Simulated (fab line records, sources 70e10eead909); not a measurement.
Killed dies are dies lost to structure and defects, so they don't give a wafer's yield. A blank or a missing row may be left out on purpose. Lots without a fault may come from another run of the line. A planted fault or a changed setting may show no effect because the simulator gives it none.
Problem report in the 8D (eight disciplines) form, filled by code | flow nand_harc | the parts of the form that need people (team, actions taken, sign-off) are left out

1. THE PROBLEM
killed_at_array at NHARC_END_SORT_01 reads a mean of 675 on 1 wafer of 1 lot; wafers without a fault read 56 with a standard deviation of 20. That is +31 standard deviations from the usual mean.
First seen on wafer L647.6, day 26 18:59, on prober-02. The record holds 3 wafers of 1 lot with a number at this step. Rule for "out", or "out of limits": more than 4 standard deviations from the usual mean. The other wafers with a number count as sound.

2. WHAT IT IS AND WHAT IT IS NOT
question                    | is                           | is not
which readings at this step | killed_at_array, killed_dies | killed_at_other, killed_at_periphery, killed_open, killed_short
which lots                  | L647                         | -
which wafers of those lots  | L647.6                       | L647.1, L647.4
read on which gauges        | prober-02                    | -
when                        | from day 26 18:59            | up to then (2 sound wafers)

3. SUSPECTS, AND WHAT RULES EACH OUT
Counting: a tool at a process step up to the reading stays a suspect if it ran every lot that is out. Sound lots after the first of them don't rule it out here, since some wafers of a struck lot are sound.
- the gauge at NHARC_END_SORT_01: ruled out. All the wafers that are out were read on prober-02, but those of them that NHARC_A_CONTACT_ETCH_78 has rows for are out there too, on other tools.
- pecvd-04 at NHARC_A_CONTACT_DEP_58 (deposits SiON, target thk 90 nm): kept. It ran the lot that is out, L647 (day 24 02:12).
- rie_diel-02 at NHARC_A_CONTACT_ETCH_78 (etches the open film in O2/COS, target depth 5300 nm, time 1378 s): kept. It ran the lot that is out, L647 (day 24 03:41). Its own readings are out on those wafers: oes_product_au.
- har_cap_etch-02 at NHARC_A_CONTACT_ETCH_129 (etches the open film in C4F8/O2/Ar, time 197 s, target depth 1918 nm): kept. It ran the lot that is out, L647 (day 24 05:26).
- Within rie_diel-02 at NHARC_A_CONTACT_ETCH_78: the wafers that are out ran in chamber 0; their sound lot-mates ran in chambers 1, 3.
- Within har_cap_etch-02 at NHARC_A_CONTACT_ETCH_129: the wafers that are out ran in chamber 1; their sound lot-mates ran in chamber 0.
Left after counting: pecvd-04 at NHARC_A_CONTACT_DEP_58, rie_diel-02 at NHARC_A_CONTACT_ETCH_78, har_cap_etch-02 at NHARC_A_CONTACT_ETCH_129.

4. THE CAUSE (what the simulator had put in)
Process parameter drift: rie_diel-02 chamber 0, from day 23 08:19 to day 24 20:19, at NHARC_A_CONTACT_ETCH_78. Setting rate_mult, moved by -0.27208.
Counting left 3 suspects, and this tool is among them.

5. THE CHAIN OF EFFECTS, in route order
Each row: a reading whose mean over the struck wafers that have a number lies more than 3 standard deviations from the usual. Only readings for which the record gives a usual standard deviation are gone through. hours: the time from each lot's start at the first step in this table that gives one to its start at this step, as a median over the lots. sigmas: the change in usual standard deviations.
hours | step                    | reading         | usual      | on struck wafers | change | sigmas
0     | NHARC_A_CONTACT_ETCH_78 | oes_product_au  | 1.004 a.u. | 0.850            | -0.154 | -13
63    | NHARC_END_SORT_01       | killed_at_array | 56         | 675              | +619   | +31
63    | NHARC_END_SORT_01       | killed_dies     | 61         | 676              | +615   | +29
The process steps in it:
- NHARC_A_CONTACT_ETCH_78: etches the open film in O2/COS, target depth 5300 nm, time 1378 s.

6. WHAT WOULD HAVE CAUGHT IT SOONER
In this record the first reading out of limits at a measuring or inspecting step was taken at day 26 18:59, 83 hours after the fault began at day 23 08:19.
The tool's own readings at NHARC_A_CONTACT_ETCH_78 were out on every struck wafer that the step has a row for (oes_product_au): an alarm limit on them would have fired on the first of those.
All the lots that are out (1) had begun NHARC_A_CONTACT_ETCH_78 on rie_diel-02 by day 26 18:59. A hold on the tool at that time would have spared none of them.
